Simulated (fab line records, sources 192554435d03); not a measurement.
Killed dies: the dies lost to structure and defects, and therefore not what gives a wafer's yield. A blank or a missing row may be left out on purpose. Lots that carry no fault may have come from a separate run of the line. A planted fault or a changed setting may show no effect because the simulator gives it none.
What tool caused it? ; flow n5_finfet ; 10 lots, 28 wafers sampled, at 5 steps of a route of 1938

WHAT THE GAUGES READ, wafer by wafer
N5_BEOL_M2_OCD_MEAS_38.
lot;measured;on;trench_depth_nm (nm)
L574;day 6 21:10;ocd-01;56.2 58.1 58.1
L578;day 7 23:00;ocd-01;56.1 57.3 56.5
L581;day 10 00:28;ocd-02;54.7 57.2
L584;day 10 06:45;ocd-02;- - -
L585;day 10 06:53;ocd-01;- - -
L593;day 12 04:31;ocd-01;56.4 58.3 56.6
L594;day 12 05:01;ocd-01;57.7 57.7
L595;day 12 09:00;ocd-01;53.5 51.7 53.9
L596;day 12 15:37;ocd-01;57.3 54.2 57.5
L597;day 13 07:57;ocd-02;55.6 57.0 53.4

TOOL THAT RAN EACH LOT (tool first, then ch and the chambers of the sampled wafers, then the start)
lot;N5_BEOL_M1_PRE_CLEAN_60;N5_BEOL_M1_DEP_57;N5_BEOL_M2_ILD_DEP_00;N5_BEOL_M2_PECVD_72
L574;cvd_co-01 ch 0,1,2, day 6 08:46;pecvd-04 ch 0,2, day 6 08:56;pecvd-01 ch 0,1,2, day 6 09:05;pecvd-02 ch 0,1,2, day 6 09:11
L578;cvd_co-02 ch 0,1, day 7 18:28;pecvd-02 ch 0,1,2, day 7 18:37;pecvd-01 ch 0,1,2, day 7 18:45;pecvd-03 ch 0,1, day 7 18:52
L581;cvd_co-01 ch 0,1, day 9 19:13;pecvd-04 ch 1, day 9 19:23;pecvd-01 ch 0,1, day 9 19:31;pecvd-02 ch 0, day 9 19:38
L584;cvd_co-01 ch 1,2, day 9 22:25;pecvd-04 ch 0,1,2, day 9 22:34;pecvd-02 ch 0,1, day 9 22:42;pecvd-01 ch 0,1, day 9 22:49
L585;cvd_co-02 ch 0,1,2, day 10 01:34;pecvd-01 ch 0,1, day 10 01:44;pecvd-02 ch 0,1, day 10 01:52;pecvd-01 ch 0,1, day 10 01:59
L593;cvd_co-02 ch 0,1, day 11 07:22;pecvd-01 ch 0,1,2, day 11 07:31;pecvd-03 ch 1,2, day 11 07:39;pecvd-02 ch 0,1, day 11 07:46
L594;cvd_co-01 ch 0,2, day 11 11:02;pecvd-04 ch 0,2, day 11 11:14;pecvd-02 ch 0,1, day 11 11:22;pecvd-03 ch 1,2, day 11 11:29
L595;cvd_co-01 ch 0,2, day 12 01:31;pecvd-04 ch 0,1,2, day 12 01:44;pecvd-03 ch 1,2, day 12 01:52;pecvd-02 ch 0,1, day 12 01:58
L596;cvd_co-01 ch 0,2, day 12 08:56;pecvd-01 ch 0,2, day 12 09:05;pecvd-02 ch 1,2, day 12 09:13;pecvd-01 ch 0,2, day 12 09:20
L597;cvd_co-02 ch 0,1, day 12 22:04;pecvd-02 ch 0,2, day 12 22:17;pecvd-02 ch 0,1, day 12 22:25;pecvd-01 ch 0,2, day 12 22:31
- N5_BEOL_M1_PRE_CLEAN_60: time 15 s.
- N5_BEOL_M1_DEP_57: deposits SiCN from 3MS/NH3, target thk 8 nm, time 14 s.
- N5_BEOL_M2_ILD_DEP_00: deposits SiOC from DEMS/O2, target thk 79 nm, time 15.3 s.
- N5_BEOL_M2_PECVD_72: deposits SiO2 from TEOS/O2, target thk 16 nm, time 18 s.

THE ANSWER, worked out from the rows above alone
Rule: the usual values come from the lots themselves. Put in order of their means at a reading, lots are off if they are a third of the lots or fewer, leave a main group of 4 or more, and stand apart from it by a gap of 3 or more times the standard deviation of the main group's means; of several such gaps the widest counts. If all means in a main group match to the digits the tables above print for the reading, that group is not used. Also off: a lot with no number at a reading for which 4 or more lots have one. All remaining lots with rows at the step are treated as sound.
Off: L584, L585 (N5_BEOL_M2_OCD_MEAS_38, trench_depth_nm). Without a number there: L584, L585. Main group: mean 56.2 nm, sd 1.4.
If a tool, at a process step before that reading, ran all the lots that are off and no sound lot after the first of them, it fits. Gauges at N5_BEOL_M2_OCD_MEAS_38: tried the same way as those tools. Of those tried, none fits.

WHAT THE SIMULATOR PUT IN
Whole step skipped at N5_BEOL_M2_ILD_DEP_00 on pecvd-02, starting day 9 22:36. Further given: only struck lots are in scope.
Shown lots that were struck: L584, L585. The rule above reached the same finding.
